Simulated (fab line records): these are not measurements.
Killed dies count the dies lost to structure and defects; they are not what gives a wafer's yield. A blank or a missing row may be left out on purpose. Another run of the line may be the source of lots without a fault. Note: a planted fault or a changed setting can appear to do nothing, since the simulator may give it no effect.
What tool caused it? / flow n5Finfet / 14 lots, 42 wafers sampled, at 4 steps of a route of 1938

== WHAT THE GAUGES READ, wafer by wafer ==
Not one reading of a measure or inspect step in the record can be checked against a usual standard deviation.

== WHAT TOOL EACH LOT RAN ON (gives the tool, then ch and the chambers of the sampled wafers, and finally the start) ==
lot=L359; N5_BEOL_M14_ETCH_67=rieDiel-04 ch 0,2,3, day 11 21:14; N5_BEOL_M14_STRIP_37=rieDiel-05 ch 1,2,3, day 11 23:16; N5_BEOL_M14_DEGAS_41=pvdSputter-02, day 11 23:40; N5_BEOL_M15_EXPOSE_07=krfScanner-01 ch 0, day 12 01:48
lot=L360; N5_BEOL_M14_ETCH_67=rieDiel-04 ch 1,3, day 12 02:01; N5_BEOL_M14_STRIP_37=rieDiel-05 ch 1,2,3, day 12 02:40; N5_BEOL_M14_DEGAS_41=pvdSputter-02, day 12 03:09; N5_BEOL_M15_EXPOSE_07=krfScanner-02 ch 0, day 12 05:34
lot=L361; N5_BEOL_M14_ETCH_67=rieDiel-05 ch 2,3, day 12 10:18; N5_BEOL_M14_STRIP_37=rieDiel-05 ch 2,3, day 12 10:56; N5_BEOL_M14_DEGAS_41=pvdSputter-02, day 12 11:11; N5_BEOL_M15_EXPOSE_07=krfScanner-02 ch 0, day 12 12:55
lot=L362; N5_BEOL_M14_ETCH_67=rieDiel-04 ch 0,3, day 13 08:43; N5_BEOL_M14_STRIP_37=rieDiel-05 ch 0,1,3, day 13 13:26; N5_BEOL_M14_DEGAS_41=pvdSputter-03, day 13 13:43; N5_BEOL_M15_EXPOSE_07=krfScanner-02 ch 0, day 13 16:14
lot=L363; N5_BEOL_M14_ETCH_67=rieDiel-05 ch 0,2,3, day 13 12:02; N5_BEOL_M14_STRIP_37=rieDiel-02 ch 0,1,3, day 13 13:29; N5_BEOL_M14_DEGAS_41=pvdSputter-01, day 13 13:52; N5_BEOL_M15_EXPOSE_07=krfScanner-01 ch 0, day 13 16:23
lot=L366; N5_BEOL_M14_ETCH_67=rieDiel-02 ch 0,1, day 14 14:16; N5_BEOL_M14_STRIP_37=rieDiel-04 ch 1,2, day 14 14:53; N5_BEOL_M14_DEGAS_41=pvdSputter-02, day 14 16:57; N5_BEOL_M15_EXPOSE_07=krfScanner-02, day 14 21:13
lot=L369; N5_BEOL_M14_ETCH_67=rieDiel-02 ch 1,2, day 14 18:01; N5_BEOL_M14_STRIP_37=rieDiel-04 ch 0,1,2, day 14 18:37; N5_BEOL_M14_DEGAS_41=pvdSputter-02, day 14 18:57; N5_BEOL_M15_EXPOSE_07=krfScanner-02, day 14 22:22
lot=L376; N5_BEOL_M14_ETCH_67=rieDiel-05 ch 0,2,3, day 16 21:53; N5_BEOL_M14_STRIP_37=rieDiel-02 ch 0,1,2, day 17 01:50; N5_BEOL_M14_DEGAS_41=pvdSputter-02, day 17 02:30; N5_BEOL_M15_EXPOSE_07=krfScanner-01 ch 0, day 17 04:47
lot=L378; N5_BEOL_M14_ETCH_67=rieDiel-02 ch 1,2, day 17 08:15; N5_BEOL_M14_STRIP_37=rieDiel-04 ch 0,1,2, day 17 08:53; N5_BEOL_M14_DEGAS_41=pvdSputter-01, day 17 09:23; N5_BEOL_M15_EXPOSE_07=krfScanner-01 ch 0, day 17 12:25
lot=L379; N5_BEOL_M14_ETCH_67=rieDiel-05 ch 0,1,3, day 17 10:03; N5_BEOL_M14_STRIP_37=rieDiel-04 ch 0,1,3, day 17 11:37; N5_BEOL_M14_DEGAS_41=pvdSputter-01, day 17 12:06; N5_BEOL_M15_EXPOSE_07=krfScanner-02 ch 0, day 17 14:02
lot=L377; N5_BEOL_M14_ETCH_67=rieDiel-04 ch 0,1,2, day 17 11:05; N5_BEOL_M14_STRIP_37=rieDiel-02 ch 0,1, day 17 12:10; N5_BEOL_M14_DEGAS_41=pvdSputter-01, day 17 12:25; N5_BEOL_M15_EXPOSE_07=krfScanner-01 ch 0, day 17 14:16
lot=L380; N5_BEOL_M14_ETCH_67=rieDiel-04 ch 2,3, day 17 14:28; N5_BEOL_M14_STRIP_37=rieDiel-04 ch 1,2,3, day 17 15:16; N5_BEOL_M14_DEGAS_41=pvdSputter-01, day 17 15:41; N5_BEOL_M15_EXPOSE_07=krfScanner-01 ch 0, day 17 18:05
lot=L381; N5_BEOL_M14_ETCH_67=rieDiel-02 ch 0,1,2, day 18 06:01; N5_BEOL_M14_STRIP_37=rieDiel-02 ch 0,1,2, day 18 09:22; N5_BEOL_M14_DEGAS_41=pvdSputter-01, day 18 09:52; N5_BEOL_M15_EXPOSE_07=krfScanner-02 ch 0, day 18 12:50
lot=L382; N5_BEOL_M14_ETCH_67=rieDiel-04 ch 0,1, day 18 16:13; N5_BEOL_M14_STRIP_37=rieDiel-04 ch 0,3, day 18 16:50; N5_BEOL_M14_DEGAS_41=pvdSputter-01, day 18 17:10; N5_BEOL_M15_EXPOSE_07=krfScanner-02 ch 0, day 18 19:38
- N5_BEOL_M14_ETCH_67: etches SiARC in CF4, target depth 143 nm, time 238.3 s.
- N5_BEOL_M14_STRIP_37: strips in O2.
- N5_BEOL_M14_DEGAS_41: time 60 s.
- N5_BEOL_M15_EXPOSE_07: exposes mask V14.

== WHAT THE TOOLS THEMSELVES READ (means of the sampled wafers that have a number; where no wafer has one, the mark that the record gives instead) ==
N5_BEOL_M14_ETCH_67. Usual: drypumpMotorCurrentA 5.9 A, standard deviation 0.37; etchRfOnTimeS 238 s, standard deviation 3.1; mfcArSccm 99.98 sccm, standard deviation 0.3; oesProductAu 0.68 a.u., standard deviation 0.068; rfVppV 184.2 V, standard deviation 1.4; showerheadPlenumPTorr 2.16 Torr, standard deviation 0.099; throttleValvePct 15.54 %, standard deviation 0.21.
lot=L359; tool=rieDiel-04; drypumpMotorCurrentA (A)=6.1; etchRfOnTimeS (s)=237; mfcArSccm (sccm)=99.71; oesProductAu (a.u.)=0.68; rfVppV (V)=183.8; showerheadPlenumPTorr (Torr)=2.15; throttleValvePct (%)=15.60; flag=
lot=L360; tool=rieDiel-04; drypumpMotorCurrentA (A)=6.0; etchRfOnTimeS (s)=240; mfcArSccm (sccm)=100.08; oesProductAu (a.u.)=0.60; rfVppV (V)=183.0; showerheadPlenumPTorr (Torr)=2.05; throttleValvePct (%)=15.59; flag=
lot=L361; tool=rieDiel-05; drypumpMotorCurrentA (A)=6.0; etchRfOnTimeS (s)=239; mfcArSccm (sccm)=100.30; oesProductAu (a.u.)=0.75; rfVppV (V)=185.0; showerheadPlenumPTorr (Torr)=2.24; throttleValvePct (%)=15.46; flag=
lot=L362; tool=rieDiel-04; drypumpMotorCurrentA (A)=6.2; etchRfOnTimeS (s)=237; mfcArSccm (sccm)=100.32; oesProductAu (a.u.)=0.67; rfVppV (V)=184.8; showerheadPlenumPTorr (Torr)=2.21; throttleValvePct (%)=15.49; flag=
lot=L363; tool=rieDiel-05; drypumpMotorCurrentA (A)=5.9; etchRfOnTimeS (s)=236; mfcArSccm (sccm)=99.95; oesProductAu (a.u.)=0.71; rfVppV (V)=184.9; showerheadPlenumPTorr (Torr)=2.22; throttleValvePct (%)=15.48; flag=
lot=L366; tool=rieDiel-02; drypumpMotorCurrentA (A)=5.4; etchRfOnTimeS (s)=240; mfcArSccm (sccm)=100.15; oesProductAu (a.u.)=0.66; rfVppV (V)=185.2; showerheadPlenumPTorr (Torr)=2.24; throttleValvePct (%)=15.57; flag=
lot=L369; tool=rieDiel-02; drypumpMotorCurrentA (A)=5.8; etchRfOnTimeS (s)=238; mfcArSccm (sccm)=100.30; oesProductAu (a.u.)=0.69; rfVppV (V)=184.5; showerheadPlenumPTorr (Torr)=2.19; throttleValvePct (%)=15.58; flag=
lot=L376; tool=rieDiel-05; drypumpMotorCurrentA (A)=5.9; etchRfOnTimeS (s)=238; mfcArSccm (sccm)=100.32; oesProductAu (a.u.)=0.68; rfVppV (V)=185.1; showerheadPlenumPTorr (Torr)=2.21; throttleValvePct (%)=15.54; flag=
lot=L378; tool=rieDiel-02; drypumpMotorCurrentA (A)=6.1; etchRfOnTimeS (s)=238; mfcArSccm (sccm)=99.85; oesProductAu (a.u.)=0.70; rfVppV (V)=183.4; showerheadPlenumPTorr (Torr)=2.13; throttleValvePct (%)=15.52; flag=
lot=L379; tool=rieDiel-05; drypumpMotorCurrentA (A)=5.8; etchRfOnTimeS (s)=237; mfcArSccm (sccm)=100.10; oesProductAu (a.u.)=0.64; rfVppV (V)=183.6; showerheadPlenumPTorr (Torr)=2.11; throttleValvePct (%)=15.66; flag=
lot=L377; tool=rieDiel-04; drypumpMotorCurrentA (A)=6.2; etchRfOnTimeS (s)=235; mfcArSccm (sccm)=99.76; oesProductAu (a.u.)=0.71; rfVppV (V)=184.0; showerheadPlenumPTorr (Torr)=2.19; throttleValvePct (%)=15.54; flag=
lot=L380; tool=rieDiel-04; drypumpMotorCurrentA (A)=6.1; etchRfOnTimeS (s)=236; mfcArSccm (sccm)=99.95; oesProductAu (a.u.)=0.74; rfVppV (V)=184.5; showerheadPlenumPTorr (Torr)=2.08; throttleValvePct (%)=15.43; flag=
lot=L381; tool=rieDiel-02; drypumpMotorCurrentA (A)=5.7; etchRfOnTimeS (s)=239; mfcArSccm (sccm)=99.61; oesProductAu (a.u.)=0.66; rfVppV (V)=184.3; showerheadPlenumPTorr (Torr)=2.18; throttleValvePct (%)=15.55; flag=
lot=L382; tool=rieDiel-04; drypumpMotorCurrentA (A)=6.3; etchRfOnTimeS (s)=233; mfcArSccm (sccm)=99.96; oesProductAu (a.u.)=0.71; rfVppV (V)=184.7; showerheadPlenumPTorr (Torr)=2.25; throttleValvePct (%)=15.41; flag=

N5_BEOL_M14_STRIP_37. Usual: drypumpMotorCurrentA 5.9 A, standard deviation 0.37; o2FlowSccm 225.0 sccm, standard deviation 0.69; oesProductAu 0.81 a.u., standard deviation 0.079; rfVppV 3.8 V, standard deviation 1; showerheadPlenumPTorr 2.12 Torr, standard deviation 0.099; throttleValvePct 16.57 %, standard deviation 0.18.
lot=L359; tool=rieDiel-05; drypumpMotorCurrentA (A)=5.8; o2FlowSccm (sccm)=224.7; oesProductAu (a.u.)=0.84; rfVppV (V)=3.5; showerheadPlenumPTorr (Torr)=2.10; throttleValvePct (%)=16.60; flag=
lot=L360; tool=rieDiel-05; drypumpMotorCurrentA (A)=5.8; o2FlowSccm (sccm)=224.7; oesProductAu (a.u.)=0.84; rfVppV (V)=4.6; showerheadPlenumPTorr (Torr)=2.10; throttleValvePct (%)=16.60; flag=
lot=L361; tool=rieDiel-05; drypumpMotorCurrentA (A)=6.1; o2FlowSccm (sccm)=224.0; oesProductAu (a.u.)=0.90; rfVppV (V)=3.3; showerheadPlenumPTorr (Torr)=2.18; throttleValvePct (%)=16.51; flag=
lot=L362; tool=rieDiel-05; drypumpMotorCurrentA (A)=5.7; o2FlowSccm (sccm)=225.1; oesProductAu (a.u.)=0.78; rfVppV (V)=4.3; showerheadPlenumPTorr (Torr)=2.07; throttleValvePct (%)=16.64; flag=
lot=L363; tool=rieDiel-02; drypumpMotorCurrentA (A)=5.6; o2FlowSccm (sccm)=224.8; oesProductAu (a.u.)=0.76; rfVppV (V)=4.0; showerheadPlenumPTorr (Torr)=2.19; throttleValvePct (%)=16.56; flag=
lot=L366; tool=rieDiel-04; drypumpMotorCurrentA (A)=6.1; o2FlowSccm (sccm)=224.9; oesProductAu (a.u.)=0.86; rfVppV (V)=4.7; showerheadPlenumPTorr (Torr)=2.08; throttleValvePct (%)=16.63; flag=
lot=L369; tool=rieDiel-04; drypumpMotorCurrentA (A)=6.2; o2FlowSccm (sccm)=224.7; oesProductAu (a.u.)=0.87; rfVppV (V)=5.1; showerheadPlenumPTorr (Torr)=2.15; throttleValvePct (%)=16.51; flag=
lot=L376; tool=rieDiel-02; drypumpMotorCurrentA (A)=5.7; o2FlowSccm (sccm)=225.4; oesProductAu (a.u.)=0.78; rfVppV (V)=3.5; showerheadPlenumPTorr (Torr)=2.14; throttleValvePct (%)=16.55; flag=
lot=L378; tool=rieDiel-04; drypumpMotorCurrentA (A)=6.2; o2FlowSccm (sccm)=224.9; oesProductAu (a.u.)=0.83; rfVppV (V)=3.4; showerheadPlenumPTorr (Torr)=2.15; throttleValvePct (%)=16.56; flag=
lot=L379; tool=rieDiel-04; drypumpMotorCurrentA (A)=6.1; o2FlowSccm (sccm)=224.8; oesProductAu (a.u.)=0.87; rfVppV (V)=4.1; showerheadPlenumPTorr (Torr)=2.16; throttleValvePct (%)=16.35; flag=
lot=L377; tool=rieDiel-02; drypumpMotorCurrentA (A)=5.4; o2FlowSccm (sccm)=224.9; oesProductAu (a.u.)=0.75; rfVppV (V)=3.0; showerheadPlenumPTorr (Torr)=2.18; throttleValvePct (%)=16.61; flag=
lot=L380; tool=rieDiel-04; drypumpMotorCurrentA (A)=6.1; o2FlowSccm (sccm)=224.9; oesProductAu (a.u.)=0.87; rfVppV (V)=3.9; showerheadPlenumPTorr (Torr)=2.10; throttleValvePct (%)=16.49; flag=
lot=L381; tool=rieDiel-02; drypumpMotorCurrentA (A)=5.7; o2FlowSccm (sccm)=224.9; oesProductAu (a.u.)=0.77; rfVppV (V)=3.3; showerheadPlenumPTorr (Torr)=2.13; throttleValvePct (%)=16.58; flag=
lot=L382; tool=rieDiel-04; drypumpMotorCurrentA (A)=6.3; o2FlowSccm (sccm)=224.6; oesProductAu (a.u.)=0.82; rfVppV (V)=3.8; showerheadPlenumPTorr (Torr)=2.16; throttleValvePct (%)=16.50; flag=

N5_BEOL_M14_DEGAS_41. Usual: heaterPowerW reads 461 W (standard deviation 49).
lot=L359; tool=pvdSputter-02; heaterPowerW (W)=474; flag=
lot=L360; tool=pvdSputter-02; heaterPowerW (W)=422; flag=
lot=L361; tool=pvdSputter-02; heaterPowerW (W)=468; flag=
lot=L362; tool=pvdSputter-03; heaterPowerW (W)=419; flag=
lot=L363; tool=pvdSputter-01; heaterPowerW (W)=469; flag=
lot=L366; tool=pvdSputter-02; heaterPowerW (W)=469; flag=
lot=L369; tool=pvdSputter-02; heaterPowerW (W)=502; flag=
lot=L376; tool=pvdSputter-02; heaterPowerW (W)=484; flag=
lot=L378; tool=pvdSputter-01; heaterPowerW (W)=426; flag=
lot=L379; tool=pvdSputter-01; heaterPowerW (W)=466; flag=
lot=L377; tool=pvdSputter-01; heaterPowerW (W)=447; flag=
lot=L380; tool=pvdSputter-01; heaterPowerW (W)=421; flag=
lot=L381; tool=pvdSputter-01; heaterPowerW (W)=429; flag=
lot=L382; tool=pvdSputter-01; heaterPowerW (W)=429; flag=

N5_BEOL_M15_EXPOSE_07. Usual: exposureDoseMJCm2 41.23, standard deviation 0.042; focusOffsetNm -0.1 nm, standard deviation 0.55; reticleTempC 22.98 C, standard deviation 0.1.
lot=L359; tool=krfScanner-01; exposureDoseMJCm2=41.24; focusOffsetNm (nm)=-0.4; reticleTempC (C)=23.06; flag=
lot=L360; tool=krfScanner-02; exposureDoseMJCm2=41.27; focusOffsetNm (nm)=0.0; reticleTempC (C)=23.11; flag=
lot=L361; tool=krfScanner-02; exposureDoseMJCm2=41.26; focusOffsetNm (nm)=-0.3; reticleTempC (C)=23.01; flag=
lot=L362; tool=krfScanner-02; exposureDoseMJCm2=41.21; focusOffsetNm (nm)=0.3; reticleTempC (C)=22.99; flag=
lot=L363; tool=krfScanner-01; exposureDoseMJCm2=41.20; focusOffsetNm (nm)=-1.1; reticleTempC (C)=23.02; flag=
lot=L366; tool=krfScanner-02; exposureDoseMJCm2=-; focusOffsetNm (nm)=-; reticleTempC (C)=-; flag=OFF
lot=L369; tool=krfScanner-02; exposureDoseMJCm2=-; focusOffsetNm (nm)=-; reticleTempC (C)=-; flag=OFF
lot=L376; tool=krfScanner-01; exposureDoseMJCm2=41.20; focusOffsetNm (nm)=-0.5; reticleTempC (C)=23.00; flag=
lot=L378; tool=krfScanner-01; exposureDoseMJCm2=41.22; focusOffsetNm (nm)=0.1; reticleTempC (C)=23.13; flag=
lot=L379; tool=krfScanner-02; exposureDoseMJCm2=41.24; focusOffsetNm (nm)=-0.4; reticleTempC (C)=22.81; flag=
lot=L377; tool=krfScanner-01; exposureDoseMJCm2=41.20; focusOffsetNm (nm)=-0.2; reticleTempC (C)=22.89; flag=
lot=L380; tool=krfScanner-01; exposureDoseMJCm2=41.19; focusOffsetNm (nm)=0.5; reticleTempC (C)=22.95; flag=
lot=L381; tool=krfScanner-02; exposureDoseMJCm2=41.28; focusOffsetNm (nm)=-0.4; reticleTempC (C)=23.05; flag=
lot=L382; tool=krfScanner-02; exposureDoseMJCm2=41.22; focusOffsetNm (nm)=-0.3; reticleTempC (C)=22.88; flag=

== THE ANSWER, worked out from the rows above alone ==
Rule: lot off if the mean of its wafers having a number is beyond 3 standard deviations from the usual mean. A lot without any number at a reading at which 4 lots or more have one is off too. Where the step has rows for the other lots, those lots are counted as sound. The gauges are gone through in route order, then the tools' own readings, and for those a lot's mean is taken as printed above. The first step at which some lot is off is used, and at that step the reading that is off furthest; a lot without a number counts as furthest.
Off, at N5_BEOL_M15_EXPOSE_07 on exposureDoseMJCm2: L366, L369. Without a number there: L366, L369.
If a tool, at that step or one of the process steps before it, ran each lot that is off and ran no sound lot following the first of them, it fits. No candidate that was tried fits.

== WHAT THE SIMULATOR PUT IN ==
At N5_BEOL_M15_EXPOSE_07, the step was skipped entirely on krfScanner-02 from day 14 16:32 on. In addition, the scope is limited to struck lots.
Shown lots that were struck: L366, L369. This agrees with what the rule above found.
